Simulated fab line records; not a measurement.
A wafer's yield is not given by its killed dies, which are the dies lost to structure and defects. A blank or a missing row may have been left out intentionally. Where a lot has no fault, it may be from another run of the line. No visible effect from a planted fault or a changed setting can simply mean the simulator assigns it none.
A struck lot beside a sound one + flow nandHarc + 17 out of 1159 route steps
Sound: the wafers L269.3, L269.4, L269.5. Wafers struck: L254.1, L254.2, L254.5. Last of all comes the cause.
Each step with rows lists, per side, the tool, then ch with its chambers, then its first start. Under that, the readings that differ: sound wafers + struck wafers + difference of the means + sigmas: that difference in standard deviations of wafers without a fault.
alike: readings with means less than 2 such deviations apart, plus words and numbers identical on both sides. not compared: withheld readings, readings lacking a value on some wafer, bounds such as >300 that could conceal the same value, and numbers that have no deviation in the record and whose values overlap.
A row with sigmas, a row that says differs or no value, or rows on one side alone: a step with any of these is where the two part. Numbers that don't overlap but have no deviation are shown without sigmas and don't part them. Lack of a reading on every wafer of one side parts them only where that side has two or more wafers.

first, 2 steps without rows for these wafers: NHARC_P_STI_SRD_39; NHARC_P_STI_OXIDE_40 (material SiO2, target thk 10 nm, ox time 1362 s).
NHARC_P_STI_INSPECT_25:
  struck on defectInspect-02, day 3 23:19; sound on defectInspect-02, day 7 18:16
  alike: rawDefectCount
then, 9 steps without rows for these wafers: NHARC_P_GATE_ETCH_69 (etches SiO2 in dHF, target depth 14 nm); NHARC_P_GATE_PRECLEAN_70 (cleans in SC1); NHARC_P_GATE_SRD_01; NHARC_P_GATE_OXIDE_02 (material SiO2, target thk 37.5 nm, ox time 365 s); NHARC_P_GATE_DEHYDRATE_03 (time 120 s); NHARC_P_GATE_HMDS_04 (time 30 s); NHARC_P_GATE_COAT_05; NHARC_P_GATE_SOFTBAKE_06 (time 95 s); NHARC_P_GATE_EBR_07.
NHARC_P_GATE_EXPOSE_08: exposes mask P HV.
  sound on krfScanner-04 ch 0, day 8 02:10; struck on krfScanner-02 ch 0, day 4 07:33
| reading | sound                | struck                     | difference | sigmas |
|---------|----------------------|----------------------------|------------|--------|
| mask    | P_HV#0 P_HV#0 P_HV#0 | P_HVPW#0 P_HVPW#0 P_HVPW#0 | differs    |        |
then, 2 steps without rows for these wafers: NHARC_P_GATE_PEB_09 (peb time 85 s); NHARC_P_GATE_DEVELOP_10 (time 70 s).
NHARC_P_GATE_CD_MEAS_11 targets a cd of 1640 nm.
  sound on cdSem-03 ch 0, day 8 02:19; struck on cdSem-01 ch 0, day 4 07:42
| reading   | sound                | struck | difference                    | sigmas |
|-----------|----------------------|--------|-------------------------------|--------|
| cdNm (nm) | 1639.5 1638.6 1639.5 | - - -  | no value on the struck wafers |        |
then, 1 step without rows for these wafers: NHARC_P_GATE_HARDBAKE_12 (time 80 s).

## WHERE THEY PART
First at NHARC_P_GATE_EXPOSE_08; last, within this record, at NHARC_P_GATE_CD_MEAS_11.

WHY: what had been put in by the simulator
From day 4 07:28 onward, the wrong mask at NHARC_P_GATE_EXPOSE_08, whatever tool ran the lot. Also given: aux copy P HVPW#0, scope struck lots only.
